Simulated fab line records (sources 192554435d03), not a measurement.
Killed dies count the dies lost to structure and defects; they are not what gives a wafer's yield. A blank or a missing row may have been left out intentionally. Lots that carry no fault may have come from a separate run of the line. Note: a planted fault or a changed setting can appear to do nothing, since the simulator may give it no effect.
fab line records -- flow n5-finfet -- part 1 of 2: steps 1 to 15 of 23
record: lots: 5, wafers: 15, last-day: 16
route steps=1938 shown DUMMY_GATE@232
lots with no fault: from the same line, run without faults
start-h: hours from the record's opening day to when the first of the lot's shown wafers began -- wait-h: how many hours have passed since the lot's step before this one -- " same as the row above -- L1.1+2: a row that stands for several wafers -- - no value, or no start given -- * or withheld: withheld -- < > ~ a bound
route shown NAME@n: names a module that has steps shown in the file, with the first one's number in the route -- usual: the fault-free wafers' mean and standard deviation -- same: alike in all rows -- chamber/n: place in a boat -- sites: the reading at each site -- _std_site: standard deviation of those values -- _edge_site: the outer-site mean with the inner-site mean subtracted -- radius-mm: how far each site lies from the wafer's centre -- mask NAME#n: copy n -- behind: tool/chamber where the wafer was last shaped -- hold: why the lot was held/for how many hours/how that ended -- device: which transistor (n, p or np) failed to switch -- end of line: the tests these same wafers got at the end of their route -- for a step that has no rows: nothing shown but its recipe -- killed: count of dies lost to structure and defects at first sort (not the wafer's yield) -- map: shows each die of a wafer: x if killed, . if not, _ if none is there
set.NAME: the run value of the setting; set.NAME@STEP: its run value at that earlier step -- model.NAME: the simulator's own value behind a step, which no gauge read
lots seen at some steps along the route; tables by step, rows by wafer
services: from which hour (start-h, from the record's first day; less than 0 if before it) a tool's chamber was out of use, for how many hours, and why
== steps ==
step: N5_DUMMY_GATE_OVL_MEAS_16
recipe: points-per-wafer: 522
usual: GATE_OVL: 0.2/0.56
lot.wafer,tool,chamber,start-h,wait-h,GATE_OVL[nm]
L083.2,overlay-02,0,102.37,0.0,0.8
L083.4,overlay-02,0,102.37,0.0,0.9
L083.6,overlay-02,0,102.37,0.0,1.3
L085.2,overlay-01,0,114.82,0.0,0.5
L085.3,overlay-01,0,114.82,0.0,-0.2
L085.6,overlay-01,0,114.82,0.0,1.2
L086.1,overlay-02,0,118.83,0.0,0.4
L086.3,overlay-02,0,118.83,0.0,0.3
L086.4,overlay-02,0,118.83,0.0,0.1
L092.1,overlay-01,0,154.40,0.0,0.0
L092.2,overlay-01,0,154.40,0.0,-1.1
L092.6,overlay-01,0,154.40,0.0,-0.3
L094.3,overlay-02,0,166.05,0.0,0.0
L094.5,overlay-02,0,166.05,0.0,0.3
L094.6,overlay-02,0,166.05,0.0,0.7
step: N5_DUMMY_GATE_INSPECT_17
recipe: mode: adi, inspect-instrument: brightfield
usual: raw-defect-count: 196/50
lot.wafer,tool,chamber,start-h,wait-h,raw-defect-count
L083.2,defect-inspect-02,-,102.42,0.0,263
L083.4,defect-inspect-02,-,102.42,0.0,184
L083.6,defect-inspect-02,-,102.42,0.0,203
L085.2,defect-inspect-02,-,114.87,0.0,133
L085.3,defect-inspect-02,-,114.87,0.0,107
L085.6,defect-inspect-02,-,114.87,0.0,176
L086.1,defect-inspect-01,-,118.90,0.1,180
L086.3,defect-inspect-01,-,118.90,0.1,188
L086.4,defect-inspect-01,-,118.90,0.1,219
L092.1,defect-inspect-01,-,154.45,0.1,206
L092.2,defect-inspect-01,-,154.45,0.1,161
L092.6,defect-inspect-01,-,154.45,0.1,216
L094.3,defect-inspect-02,-,166.10,0.0,226
L094.5,defect-inspect-02,-,166.10,0.0,164
L094.6,defect-inspect-02,-,166.10,0.0,293
step: N5_DUMMY_GATE_DESCUM_20
recipe: chemistry: O2, time-s: 6.2, source-power-w: 50, bias-power-w: 20, pressure-mtorr: 20, rf-frequency-hz: 2.712e+07, temp-c: 40, resist: CAR-EUV, o2-flow-sccm: 225
usual: drypump-motor-current-A: 5.8/0.51, oes-product-au: 0.81/0.071, rf-vpp-V: 243.2/1.2, showerhead-plenum-p-Torr: 2.10/0.046, throttle-valve-pct: 20.39/0.23
lot.wafer,tool,chamber,start-h,wait-h,drypump-motor-current-A,oes-product-au,rf-hours-counter-h,rf-vpp-V,showerhead-plenum-p-Torr,throttle-valve-pct
L083.2,rie-diel-02,0,102.46,0.0,5.4,0.92,25,242.2,2.08,20.06
L083.4,rie-diel-02,2,102.46,0.0,6.5,0.73,141,242.0,2.13,20.74
L083.6,rie-diel-02,0,102.46,0.0,5.4,0.91,-,243.1,2.08,20.06
L085.2,rie-diel-05,3,114.91,0.0,6.4,0.85,69,242.1,2.06,20.72
L085.3,rie-diel-05,2,114.91,0.0,5.9,0.85,75,241.4,2.13,20.21
L085.6,rie-diel-05,1,114.91,0.0,5.7,0.76,-,244.9,2.17,20.19
L086.1,rie-diel-05,3,118.93,0.0,6.4,0.86,70,243.7,2.06,20.72
L086.3,rie-diel-05,1,118.93,0.0,5.7,0.76,140,244.9,2.17,20.18
L086.4,rie-diel-05,2,118.93,0.0,5.9,0.85,76,244.1,2.13,20.22
L092.1,rie-diel-05,0,154.49,0.0,5.8,0.72,217,242.4,2.05,20.25
L092.2,rie-diel-05,2,154.49,0.0,5.8,0.82,90,243.7,2.13,20.22
L092.6,rie-diel-05,1,154.49,0.0,5.7,0.75,-,244.4,2.17,20.19
L094.3,rie-diel-05,1,166.13,0.0,5.7,0.75,155,244.8,2.17,20.20
L094.5,rie-diel-05,2,166.13,0.0,5.9,0.81,-,241.9,2.12,20.23
L094.6,rie-diel-05,1,166.13,0.0,5.7,0.75,-,243.2,2.17,20.20
step: N5_DUMMY_GATE_ETCH_29
recipe: chemistry: N2/H2, target: underlayer, target-depth-a: 130, ion-energy-ev: 200, pressure-mtorr: 30, source-w: 840, bias-w: 150, n2-flow-sccm: 200, h2-flow-sccm: 200
usual: drypump-motor-current-A: 5.8/0.51, oes-product-au: 0.81/0.084, rf-vpp-V: 524.0/1.7, showerhead-plenum-p-Torr: 2.54/0.051, throttle-valve-pct: 17.82/0.25
lot.wafer,tool,chamber,start-h,wait-h,drypump-motor-current-A,oes-product-au,rf-hours-counter-h,rf-vpp-V,showerhead-plenum-p-Torr,throttle-valve-pct
L083.2,rie-diel-02,0,102.52,0.0,5.4,0.96,25,521.2,2.52,17.48
L083.4,rie-diel-02,2,102.52,0.0,6.4,0.74,141,524.1,2.53,17.88
L083.6,rie-diel-02,0,102.52,0.0,5.4,0.96,-,522.3,2.52,17.47
L085.2,rie-diel-05,3,114.97,0.0,6.4,0.85,69,522.8,2.49,18.19
L085.3,rie-diel-05,2,114.97,0.0,5.8,0.86,75,524.6,2.56,17.46
L085.6,rie-diel-05,1,114.97,0.0,5.6,0.76,-,525.6,2.63,17.60
L086.1,rie-diel-05,3,118.99,0.0,6.4,0.83,70,522.6,2.49,18.18
L086.3,rie-diel-05,1,118.99,0.0,5.7,0.75,140,527.9,2.63,17.58
L086.4,rie-diel-05,2,118.99,0.0,5.9,0.85,76,525.2,2.55,17.46
L092.1,rie-diel-05,0,154.55,0.0,5.9,0.71,217,523.0,2.51,17.96
L092.2,rie-diel-05,2,154.55,0.0,5.9,0.83,90,522.6,2.55,17.49
L092.6,rie-diel-05,1,154.55,0.0,5.6,0.75,-,526.1,2.62,17.57
L094.3,rie-diel-05,1,166.20,0.0,5.7,0.74,155,528.1,2.62,17.60
L094.5,rie-diel-05,2,166.20,0.0,5.9,0.83,-,524.3,2.55,17.48
L094.6,rie-diel-05,1,166.20,0.0,5.6,0.75,-,527.5,2.62,17.60
step: N5_DUMMY_GATE_ETCH_36
recipe: chemistry: CF4, target: SiARC, target-depth-a: 130, pressure-mtorr: 40, source-w: 545, bias-w: 36, Ar_flow_sccm: 100, cf4-flow-sccm: 100, ion-energy-ev: 80
usual: drypump-motor-current-A: 5.8/0.5, mfc-ar-sccm: 100.0/0.31, oes-product-au: 0.81/0.082, rf-vpp-V: 184.2/0.83, showerhead-plenum-p-Torr: 2.14/0.045, throttle-valve-pct: 15.49/0.24
lot.wafer,tool,chamber,start-h,wait-h,drypump-motor-current-A,mfc-ar-sccm,oes-product-au,rf-hours-counter-h,rf-vpp-V,showerhead-plenum-p-Torr,throttle-valve-pct
L083.2,rie-diel-02,0,102.56,0.0,5.4,99.2,0.94,25,184.8,2.09,14.98
L083.4,rie-diel-02,2,102.56,0.0,6.4,100.3,0.73,141,184.9,2.14,15.74
L083.6,rie-diel-02,0,102.56,0.0,5.4,99.8,0.96,-,184.6,2.09,15.00
L085.2,rie-diel-05,3,115.01,0.0,6.4,100.2,0.85,69,183.2,2.11,15.79
L085.3,rie-diel-05,2,115.01,0.0,5.9,99.7,0.86,75,184.6,2.17,15.38
L085.6,rie-diel-05,1,115.01,0.0,5.7,99.8,0.76,-,183.9,2.22,15.40
L086.1,rie-diel-05,3,119.03,0.0,6.4,100.3,0.84,70,183.5,2.11,15.79
L086.3,rie-diel-05,1,119.03,0.0,5.6,100.1,0.77,140,183.5,2.22,15.38
L086.4,rie-diel-05,2,119.03,0.0,5.9,100.1,0.86,76,184.5,2.17,15.37
L092.1,rie-diel-05,0,154.59,0.0,5.8,100.3,0.72,217,183.1,2.12,15.71
L092.2,rie-diel-05,2,154.59,0.0,5.9,100.3,0.84,90,184.0,2.17,15.41
L092.6,rie-diel-05,1,154.59,0.0,5.7,100.1,0.75,-,184.8,2.21,15.44
L094.3,rie-diel-05,1,166.24,0.0,5.7,100.4,0.76,155,185.0,2.21,15.42
L094.5,rie-diel-05,2,166.24,0.0,5.9,100.2,0.84,-,185.2,2.16,15.41
L094.6,rie-diel-05,1,166.24,0.0,5.6,100.4,0.75,-,185.3,2.21,15.43
step: N5_DUMMY_GATE_ETCH_37
recipe: chemistry: N2/H2, target: SOC, target-depth-a: 600, overetch-a: 300, temp-c: 40, ion-energy-ev: 200, pressure-mtorr: 30, source-w: 840, bias-w: 150, n2-flow-sccm: 200, h2-flow-sccm: 200
usual: drypump-motor-current-A: 5.8/0.51, oes-product-au: 0.64/0.055, rf-vpp-V: 523.9/1.9, showerhead-plenum-p-Torr: 2.54/0.051, throttle-valve-pct: 17.75/0.25
lot.wafer,tool,chamber,start-h,wait-h,drypump-motor-current-A,oes-product-au,rf-hours-counter-h,rf-vpp-V,showerhead-plenum-p-Torr,throttle-valve-pct
L083.2,rie-diel-02,0,102.60,0.0,5.4,0.72,25,522.0,2.52,17.40
L083.4,rie-diel-02,2,102.60,0.0,6.4,0.58,141,525.2,2.53,17.80
L083.6,rie-diel-02,0,102.60,0.0,5.4,0.72,-,522.6,2.52,17.42
L085.2,rie-diel-05,3,115.05,0.0,6.4,0.66,69,521.5,2.49,18.14
L085.3,rie-diel-05,2,115.05,0.0,5.9,0.66,75,524.0,2.56,17.37
L085.6,rie-diel-05,1,115.05,0.0,5.7,0.60,-,526.4,2.63,17.50
L086.1,rie-diel-05,3,119.07,0.0,6.4,0.66,70,522.2,2.49,18.13
L086.3,rie-diel-05,1,119.07,0.0,5.6,0.60,140,526.0,2.63,17.51
L086.4,rie-diel-05,2,119.07,0.0,5.9,0.66,76,524.8,2.56,17.40
L092.1,rie-diel-05,0,154.63,0.0,5.8,0.57,217,523.4,2.51,17.90
L092.2,rie-diel-05,2,154.63,0.0,5.9,0.65,90,523.9,2.55,17.43
L092.6,rie-diel-05,1,154.63,0.0,5.7,0.58,-,526.7,2.62,17.52
L094.3,rie-diel-05,1,166.28,0.0,5.6,0.59,155,526.8,2.62,17.54
L094.5,rie-diel-05,2,166.28,0.0,5.9,0.64,-,524.8,2.55,17.42
L094.6,rie-diel-05,1,166.28,0.0,5.7,0.59,-,526.8,2.62,17.53
step: N5_DUMMY_GATE_STRIP_38
recipe: chemistry: N2/H2, temp-c: 40, n2-flow-sccm: 200, h2-flow-sccm: 200, rf-frequency-hz: 6e+07
lot.wafer,tool,chamber,start-h,wait-h
L083.2+4+6,rie-diel-02,"0,2,0",102.64,0.0
L085.2+3+6,rie-diel-05,"3,2,1",115.09,0.0
L086.1+3+4,rie-diel-05,"3,1,2",119.11,0.0
L092.1+2+6,rie-diel-05,"0,2,1",154.67,0.0
L094.3+5+6,rie-diel-05,"1,2,1",166.32,0.0
step: N5_DUMMY_GATE_STRIP_39
recipe: chemistry: N2/H2, temp-c: 40, n2-flow-sccm: 200, h2-flow-sccm: 200, rf-frequency-hz: 6e+07
lot.wafer,tool,chamber,start-h,wait-h
L083.2+4+6,rie-diel-02,"0,2,0",102.65,0.0
L085.2+3+6,rie-diel-05,"3,2,1",115.10,0.0
L086.1+3+4,rie-diel-05,"3,1,2",119.12,0.0
L092.1+2+6,rie-diel-05,"0,2,1",154.68,0.0
L094.3+5+6,rie-diel-05,"1,2,1",166.33,0.0
step: N5_DUMMY_GATE_TRIM_49
recipe: chemistry: O2, resist: SOC, time-s: 29, target-cd-nm: 14, source-power-w: 300, bias-power-w: 0, O2_flow_sccm: 100, temp-c: 20
usual: drypump-motor-current-A: 5.6/0.41, oes-product-au: 1.000/0.021, throttle-valve-pct: 8.10/0.14
lot.wafer,tool,chamber,start-h,wait-h,drypump-motor-current-A,oes-product-au,rf-hours-counter-h,throttle-valve-pct
L083.2,rie-si-01,1,102.68,0.0,6.3,1.025,161,8.16
L083.4,rie-si-01,0,102.68,0.0,5.6,1.005,3,7.91
L083.6,rie-si-01,3,102.68,0.0,6.3,1.001,-,8.11
L085.2,rie-si-05,3,115.13,0.0,5.8,0.985,4,8.07
L085.3,rie-si-05,2,115.13,0.0,5.9,0.991,35,8.21
L085.6,rie-si-05,2,115.13,0.0,5.9,1.002,-,8.20
L086.1,rie-si-02,0,119.15,0.0,5.1,1.010,25,7.91
L086.3,rie-si-02,3,119.15,0.0,5.3,1.039,135,8.19
L086.4,rie-si-02,1,119.15,0.0,5.1,0.985,26,7.96
L092.1,rie-si-05,1,154.71,0.0,5.2,0.971,79,8.18
L092.2,rie-si-05,2,154.71,0.0,5.9,0.999,36,8.20
L092.6,rie-si-05,0,154.71,0.0,5.7,0.959,-,8.01
L094.3,rie-si-02,3,166.36,0.0,5.3,1.035,135,8.19
L094.5,rie-si-02,2,166.36,0.0,5.6,1.020,-,8.22
L094.6,rie-si-02,3,166.36,0.0,5.3,1.027,-,8.18
step: N5_DUMMY_GATE_STRIP_40
recipe: chemistry: CF4, resist: SiARC, power-w: 300, bias-power-w: 75, pressure-mtorr: 50, cf4-flow-sccm: 150, rf-frequency-hz: 6e+07
usual: drypump-motor-current-A: 5.8/0.48, oes-product-au: 0.80/0.065, rf-vpp-V: 271.1/1.3, showerhead-plenum-p-Torr: 1.79/0.045, throttle-valve-pct: 13.47/0.27
lot.wafer,tool,chamber,start-h,wait-h,drypump-motor-current-A,oes-product-au,rf-hours-counter-h,rf-vpp-V,showerhead-plenum-p-Torr,throttle-valve-pct
L083.2,rie-diel-02,0,102.78,0.1,5.4,0.91,25,272.0,1.74,12.90
L083.4,rie-diel-02,3,102.78,0.1,5.4,0.75,142,269.6,1.77,13.64
L083.6,rie-diel-02,3,102.78,0.1,5.4,0.76,-,270.7,1.77,13.64
L085.2,rie-diel-03,3,115.23,0.1,6.6,0.82,68,271.6,1.84,13.40
L085.3,rie-diel-03,2,115.23,0.1,5.7,0.71,212,272.9,1.86,13.74
L085.6,rie-diel-03,3,115.23,0.1,6.6,0.82,-,272.0,1.84,13.40
L086.1,rie-diel-05,0,119.25,0.1,5.8,0.72,205,271.3,1.78,13.68
L086.3,rie-diel-05,3,119.25,0.1,6.4,0.81,71,270.7,1.76,13.71
L086.4,rie-diel-05,1,119.25,0.1,5.6,0.75,140,274.5,1.86,13.44
L092.1,rie-diel-02,0,155.15,0.4,5.4,0.89,40,270.6,1.73,12.92
L092.2,rie-diel-02,1,155.15,0.4,5.7,0.80,84,270.5,1.73,13.35
L092.6,rie-diel-02,2,155.15,0.4,6.4,0.72,-,272.1,1.79,13.78
L094.3,rie-diel-05,1,166.46,0.1,5.7,0.74,155,274.2,1.86,13.45
L094.5,rie-diel-05,0,166.46,0.1,5.8,0.72,-,270.1,1.78,13.71
L094.6,rie-diel-05,1,166.46,0.1,5.7,0.74,-,273.6,1.86,13.46
step: N5_DUMMY_GATE_CD_MEAS_50
recipe: target-cd-nm: 14
usual: cd-nm: 14.0/0.42
lot.wafer,tool,chamber,start-h,wait-h,cd-nm
L083.2,cd-sem-01,-,102.83,0.0,13.0
L083.4,cd-sem-01,-,102.83,0.0,13.9
L083.6,cd-sem-01,-,102.83,0.0,13.3
L085.2,cd-sem-03,-,115.28,0.0,13.8
L085.3,cd-sem-03,-,115.28,0.0,13.7
L085.6,cd-sem-03,-,115.28,0.0,14.1
L086.1,cd-sem-01,-,119.30,0.0,13.8
L086.3,cd-sem-01,-,119.30,0.0,14.0
L086.4,cd-sem-01,-,119.30,0.0,13.7
L092.1,cd-sem-01,-,155.20,0.0,14.1
L092.2,cd-sem-01,-,155.20,0.0,13.7
L092.6,cd-sem-01,-,155.20,0.0,13.8
L094.3,cd-sem-02,-,166.51,0.0,13.8
L094.5,cd-sem-02,-,166.51,0.0,13.6
L094.6,cd-sem-02,-,166.51,0.0,13.4
step: N5_DUMMY_GATE_ETCH_31
recipe: chemistry: C4F6/O2, target: SiO2, mask-material: SOC, target-depth-a: 825, time-s: 27.5, ion-energy-ev: 250, pressure-mtorr: 30, source-w: 345, bias-w: 185, Ar_flow_sccm: 300, C4F6_flow_sccm: 10, O2_flow_sccm: 10
usual: drypump-motor-current-A: 5.8/0.48, mfc-ar-sccm: 299.9/0.87, oes-product-au: 0.81/0.075, rf-vpp-V: 671/15, showerhead-plenum-p-Torr: 2.84/0.052, throttle-valve-pct: 21.05/0.23
lot.wafer,tool,chamber,start-h,wait-h,drypump-motor-current-A,mfc-ar-sccm,oes-product-au,rf-hours-counter-h,rf-vpp-V,showerhead-plenum-p-Torr,throttle-valve-pct
L083.2,rie-diel-03,2,102.88,0.0,5.7,298.8,0.72,206,662,2.93,21.13
L083.4,rie-diel-03,3,102.88,0.0,6.6,300.6,0.85,63,659,2.86,20.78
L083.6,rie-diel-03,1,102.88,0.0,4.8,299.8,0.69,-,689,2.91,21.42
L085.2,rie-diel-05,1,115.33,0.0,5.7,298.2,0.76,138,650,2.94,20.84
L085.3,rie-diel-05,2,115.33,0.0,5.9,299.7,0.85,75,645,2.87,20.84
L085.6,rie-diel-05,1,115.33,0.0,5.6,300.4,0.76,-,651,2.94,20.86
L086.1,rie-diel-02,1,119.35,0.0,5.7,301.2,0.83,74,668,2.77,21.05
L086.3,rie-diel-02,2,119.35,0.0,6.5,300.2,0.73,145,668,2.85,21.27
L086.4,rie-diel-02,1,119.35,0.0,5.7,302.1,0.83,-,667,2.77,21.04
L092.1,rie-diel-02,0,155.25,0.0,5.4,300.4,0.92,40,689,2.80,20.72
L092.2,rie-diel-02,1,155.25,0.0,5.7,299.1,0.82,84,669,2.77,21.08
L092.6,rie-diel-02,0,155.25,0.0,5.4,300.3,0.92,-,689,2.80,20.71
L094.3,rie-diel-05,1,166.56,0.0,5.7,297.9,0.75,155,650,2.93,20.87
L094.5,rie-diel-05,3,166.56,0.0,6.4,298.6,0.83,-,667,2.79,21.47
L094.6,rie-diel-05,2,166.56,0.0,5.9,299.7,0.83,-,644,2.86,20.88
step: N5_DUMMY_GATE_STRIP_41
recipe: chemistry: O2, power-w: 400, temp-c: 40, pressure-mtorr: 30, rf-frequency-hz: 6e+07, bias-power-w: 0, overash-fraction: 0.3, o2-flow-sccm: 225
usual: drypump-motor-current-A: 5.8/0.48, oes-product-au: 0.81/0.069, rf-vpp-V: 3.7/0.51, showerhead-plenum-p-Torr: 2.10/0.047, throttle-valve-pct: 16.61/0.23
lot.wafer,tool,chamber,start-h,wait-h,drypump-motor-current-A,oes-product-au,rf-hours-counter-h,rf-vpp-V,showerhead-plenum-p-Torr,throttle-valve-pct
L083.2,rie-diel-03,2,102.92,0.0,5.7,0.72,206,3.3,2.18,16.79
L083.4,rie-diel-03,3,102.92,0.0,6.6,0.86,63,3.6,2.14,16.46
L083.6,rie-diel-03,1,102.92,0.0,4.8,0.69,-,2.9,2.15,16.98
L085.2,rie-diel-05,1,115.37,0.0,5.6,0.76,138,3.4,2.18,16.45
L085.3,rie-diel-05,2,115.37,0.0,5.8,0.84,75,4.0,2.14,16.45
L085.6,rie-diel-05,1,115.37,0.0,5.7,0.76,-,3.9,2.18,16.44
L086.1,rie-diel-02,1,119.40,0.0,5.7,0.83,74,3.0,2.03,16.48
L086.3,rie-diel-02,2,119.40,0.0,6.4,0.73,145,4.8,2.13,16.96
L086.4,rie-diel-02,1,119.40,0.0,5.7,0.82,-,3.7,2.03,16.47
L092.1,rie-diel-02,0,155.29,0.0,5.4,0.90,40,4.2,2.08,16.28
L092.2,rie-diel-02,1,155.29,0.0,5.7,0.82,84,4.0,2.03,16.50
L092.6,rie-diel-02,0,155.29,0.0,5.4,0.90,-,3.3,2.08,16.28
L094.3,rie-diel-05,1,166.61,0.0,5.7,0.75,155,4.0,2.17,16.48
L094.5,rie-diel-05,3,166.61,0.0,6.4,0.85,-,3.0,2.06,16.90
L094.6,rie-diel-05,2,166.61,0.0,5.9,0.82,-,3.0,2.13,16.48
step: N5_DUMMY_GATE_HM_OPEN_21
recipe: chemistry: CH3F/O2, target: SiNx, target-depth-a: 1200, Ar_flow_sccm: 150, CH3F_flow_sccm: 30, O2_flow_sccm: 23, time-s: 171.4, pressure-mtorr: 30, source-w: 395, bias-w: 73, ion-energy-ev: 120.7
usual: drypump-motor-current-A: 5.8/0.49, mfc-ar-sccm: 149.9/0.46, oes-product-au: 0.81/0.075, rf-vpp-V: 302/6.5, showerhead-plenum-p-Torr: 2.02/0.039, throttle-valve-pct: 16.35/0.22
lot.wafer,tool,chamber,start-h,wait-h,drypump-motor-current-A,mfc-ar-sccm,oes-product-au,rf-hours-counter-h,rf-vpp-V,showerhead-plenum-p-Torr,throttle-valve-pct
L083.2,rie-diel-03,2,102.96,0.0,5.7,149.8,0.72,206,299,2.08,16.50
L083.4,rie-diel-03,3,102.96,0.0,6.7,150.7,0.84,63,297,2.03,16.11
L083.6,rie-diel-03,1,102.96,0.0,4.8,149.9,0.69,-,309,2.07,16.74
L085.2,rie-diel-05,1,115.41,0.0,5.7,149.7,0.77,138,291,2.09,16.20
L085.3,rie-diel-05,2,115.41,0.0,5.9,150.1,0.85,75,290,2.04,16.18
L085.6,rie-diel-05,1,115.41,0.0,5.6,150.3,0.76,-,292,2.09,16.20
L086.1,rie-diel-02,1,119.44,0.0,5.7,149.9,0.83,74,301,1.97,16.30
L086.3,rie-diel-02,2,119.44,0.0,6.5,149.8,0.73,145,302,2.02,16.59
L086.4,rie-diel-02,1,119.44,0.0,5.7,149.2,0.83,-,300,1.97,16.30
L092.1,rie-diel-02,0,155.33,0.0,5.4,149.3,0.90,40,309,1.99,15.99
L092.2,rie-diel-02,1,155.33,0.0,5.7,149.7,0.81,84,301,1.96,16.33
L092.6,rie-diel-02,0,155.33,0.0,5.4,149.7,0.92,-,310,1.99,15.98
L094.3,rie-diel-05,1,166.65,0.0,5.6,150.2,0.74,156,292,2.08,16.23
L094.5,rie-diel-05,3,166.65,0.0,6.4,149.9,0.82,-,302,1.98,16.64
L094.6,rie-diel-05,2,166.65,0.0,5.9,149.8,0.82,-,290,2.04,16.20
step: N5_DUMMY_GATE_ETCH_32
recipe: chemistry: CF4, target: SiO2, target-depth-a: 35, time-s: 3.9, ion-energy-ev: 350, pressure-mtorr: 10, icp-w: 800, bias-w: 400, cf4-flow-sccm: 80
usual: drypump-motor-current-A: 5.6/0.44, oes-product-au: 0.993/0.021, throttle-valve-pct: 21.70/0.26
lot.wafer,tool,chamber,start-h,wait-h,drypump-motor-current-A,oes-product-au,rf-hours-counter-h,throttle-valve-pct
L083.2,rie-si-02,3,103.12,0.1,5.3,1.032,134,21.49
L083.4,rie-si-02,2,103.12,0.1,5.6,0.997,83,21.54
L083.6,rie-si-02,2,103.12,0.1,5.6,1.002,-,21.56
L085.2,rie-si-02,0,115.57,0.1,5.2,1.016,25,21.49
L085.3,rie-si-02,3,115.57,0.1,5.3,1.016,135,21.49
L085.6,rie-si-02,0,115.57,0.1,5.2,1.008,-,21.48
L086.1,rie-si-01,0,119.60,0.1,5.7,0.996,3,21.21
L086.3,rie-si-01,2,119.60,0.1,4.9,0.981,151,21.97
L086.4,rie-si-01,3,119.60,0.1,6.3,0.989,66,22.06
L092.1,rie-si-02,0,155.49,0.1,5.1,1.017,26,21.50
L092.2,rie-si-02,3,155.49,0.1,5.3,1.014,135,21.50
L092.6,rie-si-02,1,155.49,0.1,5.1,0.974,-,21.49
L094.3,rie-si-05,3,166.81,0.1,5.9,0.994,5,21.79
L094.5,rie-si-05,3,166.81,0.1,5.8,0.996,-,21.80
L094.6,rie-si-05,2,166.81,0.1,5.9,0.983,-,22.14
